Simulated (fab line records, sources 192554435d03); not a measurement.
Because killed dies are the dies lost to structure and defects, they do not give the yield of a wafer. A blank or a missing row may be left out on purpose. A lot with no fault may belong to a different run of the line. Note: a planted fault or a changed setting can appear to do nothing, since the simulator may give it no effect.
Which of the tools did it? / flow n5_finfet / 24 lots with 72 wafers sampled at 6 steps, on a route of 1938 steps

== WHAT THE GAUGES READ, wafer by wafer ==
N5_FIN_SAQP_CD_MEAS_31: the cd target is 8 nm.
lot=L074; measured=day 2 02:10; on=cd_sem-02; cd_nm (nm)=8.32 8.15 7.98
lot=L075; measured=day 2 13:14; on=cd_sem-03; cd_nm (nm)=8.13 7.80 7.97
lot=L076; measured=day 2 14:11; on=cd_sem-02; cd_nm (nm)=8.30 8.20 8.36
lot=L077; measured=day 2 22:05; on=cd_sem-02; cd_nm (nm)=8.24 7.55 8.25
lot=L078; measured=day 3 03:06; on=cd_sem-03; cd_nm (nm)=8.00 7.82 7.94
lot=L079; measured=day 3 07:21; on=cd_sem-01; cd_nm (nm)=8.41 8.30 8.20
lot=L080; measured=day 3 13:50; on=cd_sem-01; cd_nm (nm)=8.19 8.50 7.82
lot=L081; measured=day 3 19:24; on=cd_sem-02; cd_nm (nm)=7.86 8.10 8.17
lot=L082; measured=day 4 01:00; on=cd_sem-03; cd_nm (nm)=7.65 7.91 7.89
lot=L083; measured=day 4 08:03; on=cd_sem-02; cd_nm (nm)=7.95 8.49 7.84
lot=L084; measured=day 4 13:50; on=cd_sem-02; cd_nm (nm)=8.07 8.49 7.92
lot=L085; measured=day 4 20:11; on=cd_sem-01; cd_nm (nm)=8.16 8.41 7.79
lot=L086; measured=day 5 06:47; on=cd_sem-03; cd_nm (nm)=8.21 7.94 8.02
lot=L087; measured=day 5 10:36; on=cd_sem-03; cd_nm (nm)=7.78 8.31 8.29
lot=L088; measured=day 5 15:10; on=cd_sem-03; cd_nm (nm)=8.02 7.90 8.33
lot=L089; measured=day 5 22:46; on=cd_sem-01; cd_nm (nm)=7.85 8.00 8.61
lot=L090; measured=day 6 01:17; on=cd_sem-02; cd_nm (nm)=8.31 8.24 8.05
lot=L091; measured=day 6 07:34; on=cd_sem-01; cd_nm (nm)=7.80 8.52 8.34
lot=L092; measured=day 6 15:23; on=cd_sem-03; cd_nm (nm)=8.19 8.32 8.41
lot=L093; measured=day 6 19:55; on=cd_sem-01; cd_nm (nm)=8.26 8.21 8.68
lot=L094; measured=day 7 02:20; on=cd_sem-03; cd_nm (nm)=8.56 8.40 8.21
lot=L095; measured=day 7 07:53; on=cd_sem-02; cd_nm (nm)=8.23 7.80 8.07
lot=L096; measured=day 7 13:23; on=cd_sem-02; cd_nm (nm)=8.24 8.26 8.26
lot=L097; measured=day 7 22:39; on=cd_sem-01; cd_nm (nm)=8.17 8.05 7.86

N5_STI_FIN_REVEAL_THK_MEAS_05.
lot=L074; measured=day 2 09:46; on=film_metro-01; thk_nm (nm)=132.7 133.3 129.4
lot=L075; measured=day 2 21:19; on=film_metro-02; thk_nm (nm)=133.7 130.7 131.3
lot=L076; measured=day 2 22:32; on=film_metro-02; thk_nm (nm)=131.8 129.6 131.8
lot=L077; measured=day 3 06:11; on=film_metro-02; thk_nm (nm)=131.1 130.6 129.6
lot=L078; measured=day 3 10:27; on=film_metro-02; thk_nm (nm)=131.4 132.2 131.3
lot=L079; measured=day 3 15:29; on=film_metro-01; thk_nm (nm)=132.4 129.0 129.9
lot=L080; measured=day 3 21:10; on=film_metro-02; thk_nm (nm)=130.9 131.1 131.2
lot=L081; measured=day 4 02:53; on=film_metro-01; thk_nm (nm)=130.9 129.2 129.9
lot=L082; measured=day 4 08:29; on=film_metro-02; thk_nm (nm)=130.8 129.9 129.4
lot=L083; measured=day 4 16:02; on=film_metro-01; thk_nm (nm)=130.0 130.7 130.8
lot=L084; measured=day 4 21:20; on=film_metro-02; thk_nm (nm)=132.1 132.5 129.9
lot=L085; measured=day 5 03:58; on=film_metro-02; thk_nm (nm)=133.1 129.8 131.8
lot=L086; measured=day 5 14:20; on=film_metro-02; thk_nm (nm)=131.8 129.2 131.4
lot=L087; measured=day 5 18:11; on=film_metro-02; thk_nm (nm)=130.8 131.1 130.6
lot=L088; measured=day 5 22:41; on=film_metro-02; thk_nm (nm)=132.6 131.5 131.3
lot=L089; measured=day 6 06:28; on=film_metro-02; thk_nm (nm)=131.8 132.4 131.7
lot=L090; measured=day 6 09:12; on=film_metro-02; thk_nm (nm)=132.6 132.7 132.8
lot=L091; measured=day 6 15:40; on=film_metro-01; thk_nm (nm)=131.6 132.0 128.9
lot=L092; measured=day 6 23:19; on=film_metro-02; thk_nm (nm)=131.1 130.9 131.2
lot=L093; measured=day 7 03:23; on=film_metro-01; thk_nm (nm)=130.0 130.0 130.3
lot=L094; measured=day 7 10:04; on=film_metro-02; thk_nm (nm)=129.5 130.7 128.3
lot=L095; measured=day 7 15:46; on=film_metro-01; thk_nm (nm)=130.3 131.3 130.0
lot=L096; measured=day 7 20:57; on=film_metro-02; thk_nm (nm)=129.6 131.4 128.4
lot=L097; measured=day 8 06:05; on=film_metro-01; thk_nm (nm)=131.0 130.9 129.7

N5_STI_FIN_REVEAL_INSPECT_13: inspects for defects (darkfield).
lot=L074; measured=day 2 13:19; on=defect_inspect-02; raw_defect_count=11 17 12
lot=L075; measured=day 3 01:01; on=defect_inspect-02; raw_defect_count=11 10 7
lot=L076; measured=day 3 01:55; on=defect_inspect-02; raw_defect_count=7 9 6
lot=L077; measured=day 3 09:28; on=defect_inspect-02; raw_defect_count=16 25 23
lot=L078; measured=day 3 13:44; on=defect_inspect-02; raw_defect_count=4 10 6
lot=L079; measured=day 3 18:46; on=defect_inspect-02; raw_defect_count=11 16 12
lot=L080; measured=day 4 00:55; on=defect_inspect-02; raw_defect_count=5 7 8
lot=L081; measured=day 4 06:15; on=defect_inspect-02; raw_defect_count=16 9 14
lot=L082; measured=day 4 12:18; on=defect_inspect-01; raw_defect_count=22 11 14
lot=L083; measured=day 4 19:44; on=defect_inspect-02; raw_defect_count=11 10 12
lot=L084; measured=day 5 00:42; on=defect_inspect-01; raw_defect_count=25 23 9
lot=L085; measured=day 5 08:31; on=defect_inspect-02; raw_defect_count=7 6 8
lot=L086; measured=day 5 17:41; on=defect_inspect-02; raw_defect_count=18 14 6
lot=L087; measured=day 5 21:28; on=defect_inspect-02; raw_defect_count=6 14 12
lot=L088; measured=day 6 02:06; on=defect_inspect-02; raw_defect_count=7 10 14
lot=L089; measured=day 6 09:55; on=defect_inspect-01; raw_defect_count=9 13 7
lot=L090; measured=day 6 12:50; on=defect_inspect-02; raw_defect_count=6 5 6
lot=L091; measured=day 6 18:58; on=defect_inspect-01; raw_defect_count=12 17 14
lot=L092; measured=day 7 02:47; on=defect_inspect-01; raw_defect_count=8 7 8
lot=L093; measured=day 7 06:45; on=defect_inspect-02; raw_defect_count=15 12 18
lot=L094; measured=day 7 13:23; on=defect_inspect-01; raw_defect_count=3 11 11
lot=L095; measured=day 7 19:36; on=defect_inspect-01; raw_defect_count=18 25 16
lot=L096; measured=day 8 00:16; on=defect_inspect-01; raw_defect_count=8 10 9
lot=L097; measured=day 8 09:26; on=defect_inspect-02; raw_defect_count=9 7 14

== WHICH TOOL RAN EACH LOT (tool, then ch and the chambers of the sampled wafers, then the start) ==
lot=L074; N5_FIN_SAQP_MANDREL2_REMOVE_60=rie_si-04 ch 0,1,2, day 2 02:04; N5_FIN_SAQP_ETCH_34=rie_diel-01 ch 2,3, day 2 02:17; N5_FIN_SAQP_STRIP_77=rie_diel-01 ch 2,3, day 2 02:19
lot=L075; N5_FIN_SAQP_MANDREL2_REMOVE_60=rie_si-01 ch 0,1, day 2 13:08; N5_FIN_SAQP_ETCH_34=rie_diel-03 ch 0,2,3, day 2 13:22; N5_FIN_SAQP_STRIP_77=rie_diel-03 ch 0,2,3, day 2 13:23
lot=L076; N5_FIN_SAQP_MANDREL2_REMOVE_60=rie_si-01 ch 2,3, day 2 14:05; N5_FIN_SAQP_ETCH_34=rie_diel-01 ch 0,2, day 2 14:19; N5_FIN_SAQP_STRIP_77=rie_diel-01 ch 0,2, day 2 14:20
lot=L077; N5_FIN_SAQP_MANDREL2_REMOVE_60=rie_si-04 ch 0,1,2, day 2 21:58; N5_FIN_SAQP_ETCH_34=rie_diel-01 ch 2,3, day 2 22:13; N5_FIN_SAQP_STRIP_77=rie_diel-01 ch 2,3, day 2 22:14
lot=L078; N5_FIN_SAQP_MANDREL2_REMOVE_60=rie_si-01 ch 1,2,3, day 3 02:59; N5_FIN_SAQP_ETCH_34=rie_diel-05 ch 0,2,3, day 3 03:13; N5_FIN_SAQP_STRIP_77=rie_diel-05 ch 0,2,3, day 3 03:14
lot=L079; N5_FIN_SAQP_MANDREL2_REMOVE_60=rie_si-06 ch 0,2,3, day 3 07:14; N5_FIN_SAQP_ETCH_34=rie_diel-03 ch 0,1,2, day 3 07:28; N5_FIN_SAQP_STRIP_77=rie_diel-03 ch 0,1,2, day 3 07:29
lot=L080; N5_FIN_SAQP_MANDREL2_REMOVE_60=rie_si-04 ch 0,2,3, day 3 13:43; N5_FIN_SAQP_ETCH_34=rie_diel-03 ch 1,2,3, day 3 13:57; N5_FIN_SAQP_STRIP_77=rie_diel-03 ch 1,2,3, day 3 13:58
lot=L081; N5_FIN_SAQP_MANDREL2_REMOVE_60=rie_si-06 ch 0,3, day 3 19:17; N5_FIN_SAQP_ETCH_34=rie_diel-05 ch 0,2,3, day 3 19:39; N5_FIN_SAQP_STRIP_77=rie_diel-05 ch 0,2,3, day 3 19:41
lot=L082; N5_FIN_SAQP_MANDREL2_REMOVE_60=rie_si-04 ch 0,2,3, day 4 00:53; N5_FIN_SAQP_ETCH_34=rie_diel-01 ch 1,2,3, day 4 01:10; N5_FIN_SAQP_STRIP_77=rie_diel-01 ch 1,2,3, day 4 01:11
lot=L083; N5_FIN_SAQP_MANDREL2_REMOVE_60=rie_si-06 ch 0,2,3, day 4 07:56; N5_FIN_SAQP_ETCH_34=rie_diel-03 ch 0,2, day 4 08:13; N5_FIN_SAQP_STRIP_77=rie_diel-03 ch 0,2, day 4 08:14
lot=L084; N5_FIN_SAQP_MANDREL2_REMOVE_60=rie_si-01 ch 0,1,3, day 4 13:44; N5_FIN_SAQP_ETCH_34=rie_diel-01 ch 0,3, day 4 14:06; N5_FIN_SAQP_STRIP_77=rie_diel-01 ch 0,3, day 4 14:07
lot=L085; N5_FIN_SAQP_MANDREL2_REMOVE_60=rie_si-01 ch 0,1, day 4 20:05; N5_FIN_SAQP_ETCH_34=rie_diel-01 ch 0,1,2, day 4 20:20; N5_FIN_SAQP_STRIP_77=rie_diel-01 ch 0,1,2, day 4 20:21
lot=L086; N5_FIN_SAQP_MANDREL2_REMOVE_60=rie_si-04 ch 0,2, day 5 06:41; N5_FIN_SAQP_ETCH_34=rie_diel-01 ch 0,1,2, day 5 06:58; N5_FIN_SAQP_STRIP_77=rie_diel-01 ch 0,1,2, day 5 06:59
lot=L087; N5_FIN_SAQP_MANDREL2_REMOVE_60=rie_si-04 ch 1,3, day 5 10:29; N5_FIN_SAQP_ETCH_34=rie_diel-05 ch 0,1,3, day 5 10:48; N5_FIN_SAQP_STRIP_77=rie_diel-05 ch 0,1,3, day 5 10:49
lot=L088; N5_FIN_SAQP_MANDREL2_REMOVE_60=rie_si-01 ch 0,3, day 5 15:04; N5_FIN_SAQP_ETCH_34=rie_diel-03 ch 2,3, day 5 15:17; N5_FIN_SAQP_STRIP_77=rie_diel-03 ch 2,3, day 5 15:19
lot=L089; N5_FIN_SAQP_MANDREL2_REMOVE_60=rie_si-04 ch 1,2,3, day 5 22:40; N5_FIN_SAQP_ETCH_34=rie_diel-03 ch 0,2, day 5 22:58; N5_FIN_SAQP_STRIP_77=rie_diel-03 ch 0,2, day 5 23:00
lot=L090; N5_FIN_SAQP_MANDREL2_REMOVE_60=rie_si-04 ch 0,1, day 6 01:11; N5_FIN_SAQP_ETCH_34=rie_diel-05 ch 0,1,2, day 6 01:25; N5_FIN_SAQP_STRIP_77=rie_diel-05 ch 0,1,2, day 6 01:26
lot=L091; N5_FIN_SAQP_MANDREL2_REMOVE_60=rie_si-04 ch 1,2, day 6 07:27; N5_FIN_SAQP_ETCH_34=rie_diel-03 ch 2,3, day 6 07:41; N5_FIN_SAQP_STRIP_77=rie_diel-03 ch 2,3, day 6 07:42
lot=L092; N5_FIN_SAQP_MANDREL2_REMOVE_60=rie_si-01 ch 0,1,2, day 6 15:16; N5_FIN_SAQP_ETCH_34=rie_diel-05 ch 0,1, day 6 15:30; N5_FIN_SAQP_STRIP_77=rie_diel-05 ch 0,1, day 6 15:31
lot=L093; N5_FIN_SAQP_MANDREL2_REMOVE_60=rie_si-06 ch 0,1,3, day 6 19:47; N5_FIN_SAQP_ETCH_34=rie_diel-01 ch 0,1,2, day 6 20:02; N5_FIN_SAQP_STRIP_77=rie_diel-01 ch 0,1,2, day 6 20:03
lot=L094; N5_FIN_SAQP_MANDREL2_REMOVE_60=rie_si-06 ch 2,3, day 7 02:14; N5_FIN_SAQP_ETCH_34=rie_diel-03 ch 0,2,3, day 7 02:31; N5_FIN_SAQP_STRIP_77=rie_diel-03 ch 0,2,3, day 7 02:32
lot=L095; N5_FIN_SAQP_MANDREL2_REMOVE_60=rie_si-06 ch 1,2,3, day 7 07:47; N5_FIN_SAQP_ETCH_34=rie_diel-03 ch 0,1,2, day 7 08:00; N5_FIN_SAQP_STRIP_77=rie_diel-03 ch 0,1,2, day 7 08:02
lot=L096; N5_FIN_SAQP_MANDREL2_REMOVE_60=rie_si-04 ch 1,2,3, day 7 13:17; N5_FIN_SAQP_ETCH_34=rie_diel-01 ch 0,2,3, day 7 13:31; N5_FIN_SAQP_STRIP_77=rie_diel-01 ch 0,2,3, day 7 13:32
lot=L097; N5_FIN_SAQP_MANDREL2_REMOVE_60=rie_si-04 ch 0,1,3, day 7 22:32; N5_FIN_SAQP_ETCH_34=rie_diel-03 ch 0,2,3, day 7 22:46; N5_FIN_SAQP_STRIP_77=rie_diel-03 ch 0,2,3, day 7 22:47
- N5_FIN_SAQP_MANDREL2_REMOVE_60: chemistry HBr/Cl2/O2, target a-Si, stops on SiNx, bt time 10 s.
- N5_FIN_SAQP_ETCH_34: etches SiO2 in C4F6/O2, target depth 45 nm, time 15 s.
- N5_FIN_SAQP_STRIP_77: strips in N2/H2, time 90 s.

== WHAT THE TOOLS THEMSELVES READ (means of the sampled wafers that have a number; where no wafer has one, the mark that the record gives instead) ==
N5_FIN_SAQP_MANDREL2_REMOVE_60.
lot=L074; tool=rie_si-04; drypump_motor_current_A (A)=6.0; oes_product_au (a.u.)=0.992; throttle_valve_pct (%)=36.55
lot=L075; tool=rie_si-01; drypump_motor_current_A (A)=5.7; oes_product_au (a.u.)=1.009; throttle_valve_pct (%)=37.01
lot=L076; tool=rie_si-01; drypump_motor_current_A (A)=5.8; oes_product_au (a.u.)=1.021; throttle_valve_pct (%)=36.77
lot=L077; tool=rie_si-04; drypump_motor_current_A (A)=6.0; oes_product_au (a.u.)=0.993; throttle_valve_pct (%)=36.55
lot=L078; tool=rie_si-01; drypump_motor_current_A (A)=5.7; oes_product_au (a.u.)=1.005; throttle_valve_pct (%)=37.00
lot=L079; tool=rie_si-06; drypump_motor_current_A (A)=5.8; oes_product_au (a.u.)=1.006; throttle_valve_pct (%)=36.63
lot=L080; tool=rie_si-04; drypump_motor_current_A (A)=6.2; oes_product_au (a.u.)=1.006; throttle_valve_pct (%)=36.54
lot=L081; tool=rie_si-06; drypump_motor_current_A (A)=5.6; oes_product_au (a.u.)=1.022; throttle_valve_pct (%)=36.73
lot=L082; tool=rie_si-04; drypump_motor_current_A (A)=6.2; oes_product_au (a.u.)=1.017; throttle_valve_pct (%)=36.54
lot=L083; tool=rie_si-06; drypump_motor_current_A (A)=5.8; oes_product_au (a.u.)=1.008; throttle_valve_pct (%)=36.60
lot=L084; tool=rie_si-01; drypump_motor_current_A (A)=5.6; oes_product_au (a.u.)=0.999; throttle_valve_pct (%)=37.04
lot=L085; tool=rie_si-01; drypump_motor_current_A (A)=5.7; oes_product_au (a.u.)=0.999; throttle_valve_pct (%)=37.01
lot=L086; tool=rie_si-04; drypump_motor_current_A (A)=6.0; oes_product_au (a.u.)=1.003; throttle_valve_pct (%)=36.43
lot=L087; tool=rie_si-04; drypump_motor_current_A (A)=6.3; oes_product_au (a.u.)=1.000; throttle_valve_pct (%)=36.83
lot=L088; tool=rie_si-01; drypump_motor_current_A (A)=5.6; oes_product_au (a.u.)=1.016; throttle_valve_pct (%)=36.82
lot=L089; tool=rie_si-04; drypump_motor_current_A (A)=6.2; oes_product_au (a.u.)=1.018; throttle_valve_pct (%)=36.66
lot=L090; tool=rie_si-04; drypump_motor_current_A (A)=6.1; oes_product_au (a.u.)=0.991; throttle_valve_pct (%)=36.59
lot=L091; tool=rie_si-04; drypump_motor_current_A (A)=6.1; oes_product_au (a.u.)=0.991; throttle_valve_pct (%)=36.67
lot=L092; tool=rie_si-01; drypump_motor_current_A (A)=5.8; oes_product_au (a.u.)=1.000; throttle_valve_pct (%)=36.78
lot=L093; tool=rie_si-06; drypump_motor_current_A (A)=5.6; oes_product_au (a.u.)=1.021; throttle_valve_pct (%)=36.60
lot=L094; tool=rie_si-06; drypump_motor_current_A (A)=5.9; oes_product_au (a.u.)=1.003; throttle_valve_pct (%)=36.62
lot=L095; tool=rie_si-06; drypump_motor_current_A (A)=5.8; oes_product_au (a.u.)=1.008; throttle_valve_pct (%)=36.49
lot=L096; tool=rie_si-04; drypump_motor_current_A (A)=6.2; oes_product_au (a.u.)=1.003; throttle_valve_pct (%)=36.67
lot=L097; tool=rie_si-04; drypump_motor_current_A (A)=6.2; oes_product_au (a.u.)=0.997; throttle_valve_pct (%)=36.71

N5_FIN_SAQP_ETCH_34.
lot=L074; tool=rie_diel-01; drypump_motor_current_A (A)=5.2; etch_rf_on_time_s (s)=14.73; oes_product_au (a.u.)=0.66; rf_vpp_V (V)=680; showerhead_plenum_p_Torr (Torr)=2.98; throttle_valve_pct (%)=21.10
lot=L075; tool=rie_diel-03; drypump_motor_current_A (A)=5.8; etch_rf_on_time_s (s)=14.92; oes_product_au (a.u.)=0.68; rf_vpp_V (V)=664; showerhead_plenum_p_Torr (Torr)=2.88; throttle_valve_pct (%)=21.27
lot=L076; tool=rie_diel-01; drypump_motor_current_A (A)=5.4; etch_rf_on_time_s (s)=14.92; oes_product_au (a.u.)=0.69; rf_vpp_V (V)=676; showerhead_plenum_p_Torr (Torr)=2.94; throttle_valve_pct (%)=21.09
lot=L077; tool=rie_diel-01; drypump_motor_current_A (A)=5.2; etch_rf_on_time_s (s)=14.96; oes_product_au (a.u.)=0.65; rf_vpp_V (V)=680; showerhead_plenum_p_Torr (Torr)=2.97; throttle_valve_pct (%)=21.11
lot=L078; tool=rie_diel-05; drypump_motor_current_A (A)=5.5; etch_rf_on_time_s (s)=14.91; oes_product_au (a.u.)=0.77; rf_vpp_V (V)=665; showerhead_plenum_p_Torr (Torr)=2.95; throttle_valve_pct (%)=21.17
lot=L079; tool=rie_diel-03; drypump_motor_current_A (A)=5.5; etch_rf_on_time_s (s)=14.80; oes_product_au (a.u.)=0.70; rf_vpp_V (V)=672; showerhead_plenum_p_Torr (Torr)=2.92; throttle_valve_pct (%)=21.15
lot=L080; tool=rie_diel-03; drypump_motor_current_A (A)=5.6; etch_rf_on_time_s (s)=15.12; oes_product_au (a.u.)=0.67; rf_vpp_V (V)=665; showerhead_plenum_p_Torr (Torr)=2.84; throttle_valve_pct (%)=21.31
lot=L081; tool=rie_diel-05; drypump_motor_current_A (A)=5.5; etch_rf_on_time_s (s)=14.79; oes_product_au (a.u.)=0.76; rf_vpp_V (V)=665; showerhead_plenum_p_Torr (Torr)=2.95; throttle_valve_pct (%)=21.18
lot=L082; tool=rie_diel-01; drypump_motor_current_A (A)=5.2; etch_rf_on_time_s (s)=14.80; oes_product_au (a.u.)=0.70; rf_vpp_V (V)=676; showerhead_plenum_p_Torr (Torr)=2.95; throttle_valve_pct (%)=21.11
lot=L083; tool=rie_diel-03; drypump_motor_current_A (A)=5.6; etch_rf_on_time_s (s)=15.05; oes_product_au (a.u.)=0.69; rf_vpp_V (V)=674; showerhead_plenum_p_Torr (Torr)=2.95; throttle_valve_pct (%)=21.12
lot=L084; tool=rie_diel-01; drypump_motor_current_A (A)=5.7; etch_rf_on_time_s (s)=14.95; oes_product_au (a.u.)=0.66; rf_vpp_V (V)=682; showerhead_plenum_p_Torr (Torr)=2.94; throttle_valve_pct (%)=20.98
lot=L085; tool=rie_diel-01; drypump_motor_current_A (A)=5.5; etch_rf_on_time_s (s)=14.96; oes_product_au (a.u.)=0.72; rf_vpp_V (V)=675; showerhead_plenum_p_Torr (Torr)=2.92; throttle_valve_pct (%)=21.03
lot=L086; tool=rie_diel-01; drypump_motor_current_A (A)=5.5; etch_rf_on_time_s (s)=15.16; oes_product_au (a.u.)=0.71; rf_vpp_V (V)=674; showerhead_plenum_p_Torr (Torr)=2.92; throttle_valve_pct (%)=21.03
lot=L087; tool=rie_diel-05; drypump_motor_current_A (A)=5.5; etch_rf_on_time_s (s)=15.24; oes_product_au (a.u.)=0.74; rf_vpp_V (V)=653; showerhead_plenum_p_Torr (Torr)=2.86; throttle_valve_pct (%)=21.12
lot=L088; tool=rie_diel-03; drypump_motor_current_A (A)=5.6; etch_rf_on_time_s (s)=15.42; oes_product_au (a.u.)=0.64; rf_vpp_V (V)=670; showerhead_plenum_p_Torr (Torr)=2.84; throttle_valve_pct (%)=21.46
lot=L089; tool=rie_diel-03; drypump_motor_current_A (A)=5.6; etch_rf_on_time_s (s)=15.12; oes_product_au (a.u.)=0.66; rf_vpp_V (V)=673; showerhead_plenum_p_Torr (Torr)=2.94; throttle_valve_pct (%)=21.16
lot=L090; tool=rie_diel-05; drypump_motor_current_A (A)=5.8; etch_rf_on_time_s (s)=14.78; oes_product_au (a.u.)=0.75; rf_vpp_V (V)=655; showerhead_plenum_p_Torr (Torr)=2.86; throttle_valve_pct (%)=21.12
lot=L091; tool=rie_diel-03; drypump_motor_current_A (A)=6.0; etch_rf_on_time_s (s)=15.18; oes_product_au (a.u.)=0.62; rf_vpp_V (V)=655; showerhead_plenum_p_Torr (Torr)=2.79; throttle_valve_pct (%)=21.48
lot=L092; tool=rie_diel-05; drypump_motor_current_A (A)=6.0; etch_rf_on_time_s (s)=15.08; oes_product_au (a.u.)=0.72; rf_vpp_V (V)=644; showerhead_plenum_p_Torr (Torr)=2.77; throttle_valve_pct (%)=21.18
lot=L093; tool=rie_diel-01; drypump_motor_current_A (A)=5.5; etch_rf_on_time_s (s)=14.78; oes_product_au (a.u.)=0.70; rf_vpp_V (V)=674; showerhead_plenum_p_Torr (Torr)=2.91; throttle_valve_pct (%)=21.06
lot=L094; tool=rie_diel-03; drypump_motor_current_A (A)=5.8; etch_rf_on_time_s (s)=15.20; oes_product_au (a.u.)=0.63; rf_vpp_V (V)=664; showerhead_plenum_p_Torr (Torr)=2.86; throttle_valve_pct (%)=21.34
lot=L095; tool=rie_diel-03; drypump_motor_current_A (A)=5.4; etch_rf_on_time_s (s)=14.98; oes_product_au (a.u.)=0.67; rf_vpp_V (V)=673; showerhead_plenum_p_Torr (Torr)=2.90; throttle_valve_pct (%)=21.20
lot=L096; tool=rie_diel-01; drypump_motor_current_A (A)=5.5; etch_rf_on_time_s (s)=14.86; oes_product_au (a.u.)=0.65; rf_vpp_V (V)=677; showerhead_plenum_p_Torr (Torr)=2.93; throttle_valve_pct (%)=21.09
lot=L097; tool=rie_diel-03; drypump_motor_current_A (A)=5.8; etch_rf_on_time_s (s)=14.92; oes_product_au (a.u.)=0.63; rf_vpp_V (V)=663; showerhead_plenum_p_Torr (Torr)=2.85; throttle_valve_pct (%)=21.34

N5_FIN_SAQP_STRIP_77.
lot=L074; tool=rie_diel-01; drypump_motor_current_A (A)=5.2; oes_product_au (a.u.)=0.77; rf_vpp_V (V)=45.6; showerhead_plenum_p_Torr (Torr)=3.51; throttle_valve_pct (%)=12.20
lot=L075; tool=rie_diel-03; drypump_motor_current_A (A)=5.8; oes_product_au (a.u.)=0.80; rf_vpp_V (V)=44.8; showerhead_plenum_p_Torr (Torr)=3.41; throttle_valve_pct (%)=12.24
lot=L076; tool=rie_diel-01; drypump_motor_current_A (A)=5.4; oes_product_au (a.u.)=0.80; rf_vpp_V (V)=45.7; showerhead_plenum_p_Torr (Torr)=3.49; throttle_valve_pct (%)=12.20
lot=L077; tool=rie_diel-01; drypump_motor_current_A (A)=5.2; oes_product_au (a.u.)=0.76; rf_vpp_V (V)=45.7; showerhead_plenum_p_Torr (Torr)=3.51; throttle_valve_pct (%)=12.22
lot=L078; tool=rie_diel-05; drypump_motor_current_A (A)=5.5; oes_product_au (a.u.)=0.91; rf_vpp_V (V)=45.5; showerhead_plenum_p_Torr (Torr)=3.49; throttle_valve_pct (%)=12.10
lot=L079; tool=rie_diel-03; drypump_motor_current_A (A)=5.4; oes_product_au (a.u.)=0.82; rf_vpp_V (V)=45.5; showerhead_plenum_p_Torr (Torr)=3.46; throttle_valve_pct (%)=12.19
lot=L080; tool=rie_diel-03; drypump_motor_current_A (A)=5.7; oes_product_au (a.u.)=0.79; rf_vpp_V (V)=45.4; showerhead_plenum_p_Torr (Torr)=3.36; throttle_valve_pct (%)=12.31
lot=L081; tool=rie_diel-05; drypump_motor_current_A (A)=5.5; oes_product_au (a.u.)=0.89; rf_vpp_V (V)=45.1; showerhead_plenum_p_Torr (Torr)=3.49; throttle_valve_pct (%)=12.12
lot=L082; tool=rie_diel-01; drypump_motor_current_A (A)=5.1; oes_product_au (a.u.)=0.82; rf_vpp_V (V)=45.9; showerhead_plenum_p_Torr (Torr)=3.49; throttle_valve_pct (%)=12.14
lot=L083; tool=rie_diel-03; drypump_motor_current_A (A)=5.6; oes_product_au (a.u.)=0.80; rf_vpp_V (V)=45.8; showerhead_plenum_p_Torr (Torr)=3.51; throttle_valve_pct (%)=12.17
lot=L084; tool=rie_diel-01; drypump_motor_current_A (A)=5.7; oes_product_au (a.u.)=0.78; rf_vpp_V (V)=46.3; showerhead_plenum_p_Torr (Torr)=3.49; throttle_valve_pct (%)=12.16
lot=L085; tool=rie_diel-01; drypump_motor_current_A (A)=5.5; oes_product_au (a.u.)=0.84; rf_vpp_V (V)=46.2; showerhead_plenum_p_Torr (Torr)=3.46; throttle_valve_pct (%)=12.11
lot=L086; tool=rie_diel-01; drypump_motor_current_A (A)=5.5; oes_product_au (a.u.)=0.84; rf_vpp_V (V)=46.4; showerhead_plenum_p_Torr (Torr)=3.46; throttle_valve_pct (%)=12.13
lot=L087; tool=rie_diel-05; drypump_motor_current_A (A)=5.5; oes_product_au (a.u.)=0.87; rf_vpp_V (V)=44.9; showerhead_plenum_p_Torr (Torr)=3.39; throttle_valve_pct (%)=12.17
lot=L088; tool=rie_diel-03; drypump_motor_current_A (A)=5.6; oes_product_au (a.u.)=0.76; rf_vpp_V (V)=45.1; showerhead_plenum_p_Torr (Torr)=3.34; throttle_valve_pct (%)=12.35
lot=L089; tool=rie_diel-03; drypump_motor_current_A (A)=5.6; oes_product_au (a.u.)=0.77; rf_vpp_V (V)=45.5; showerhead_plenum_p_Torr (Torr)=3.49; throttle_valve_pct (%)=12.23
lot=L090; tool=rie_diel-05; drypump_motor_current_A (A)=5.8; oes_product_au (a.u.)=0.88; rf_vpp_V (V)=45.1; showerhead_plenum_p_Torr (Torr)=3.40; throttle_valve_pct (%)=12.19
lot=L091; tool=rie_diel-03; drypump_motor_current_A (A)=6.0; oes_product_au (a.u.)=0.73; rf_vpp_V (V)=45.0; showerhead_plenum_p_Torr (Torr)=3.28; throttle_valve_pct (%)=12.47
lot=L092; tool=rie_diel-05; drypump_motor_current_A (A)=6.0; oes_product_au (a.u.)=0.85; rf_vpp_V (V)=45.3; showerhead_plenum_p_Torr (Torr)=3.29; throttle_valve_pct (%)=12.22
lot=L093; tool=rie_diel-01; drypump_motor_current_A (A)=5.6; oes_product_au (a.u.)=0.82; rf_vpp_V (V)=44.9; showerhead_plenum_p_Torr (Torr)=3.45; throttle_valve_pct (%)=12.16
lot=L094; tool=rie_diel-03; drypump_motor_current_A (A)=5.8; oes_product_au (a.u.)=0.74; rf_vpp_V (V)=44.4; showerhead_plenum_p_Torr (Torr)=3.38; throttle_valve_pct (%)=12.38
lot=L095; tool=rie_diel-03; drypump_motor_current_A (A)=5.4; oes_product_au (a.u.)=0.78; rf_vpp_V (V)=45.2; showerhead_plenum_p_Torr (Torr)=3.45; throttle_valve_pct (%)=12.27
lot=L096; tool=rie_diel-01; drypump_motor_current_A (A)=5.6; oes_product_au (a.u.)=0.76; rf_vpp_V (V)=44.8; showerhead_plenum_p_Torr (Torr)=3.46; throttle_valve_pct (%)=12.27
lot=L097; tool=rie_diel-03; drypump_motor_current_A (A)=5.8; oes_product_au (a.u.)=0.74; rf_vpp_V (V)=44.1; showerhead_plenum_p_Torr (Torr)=3.38; throttle_valve_pct (%)=12.40

== THE ANSWER, worked out from the rows above alone ==
Rule: what is usual is taken from the lots themselves. Put in order of their means at a reading, lots are off if they are a third of the lots or fewer, leave a main group of 4 or more, and stand apart from it by a gap of 3 or more times the standard deviation of the main group's means; of several such gaps the widest counts. A main group is skipped when, at the precision printed for the reading in the tables above, its means are all equal. Also off: a lot with no number at a reading for which 4 or more lots have one. Where the step has rows for the other lots, those lots are counted as sound. First the gauges in route order, then the tools' own readings, where a lot's mean is used as printed above. The first step at which some lot is off is used, and at that step the reading that is off furthest; a lot without a number counts as furthest.
No lot is off at any reading shown: from this, nothing can be told.

== WHAT THE SIMULATOR HAD INSERTED ==
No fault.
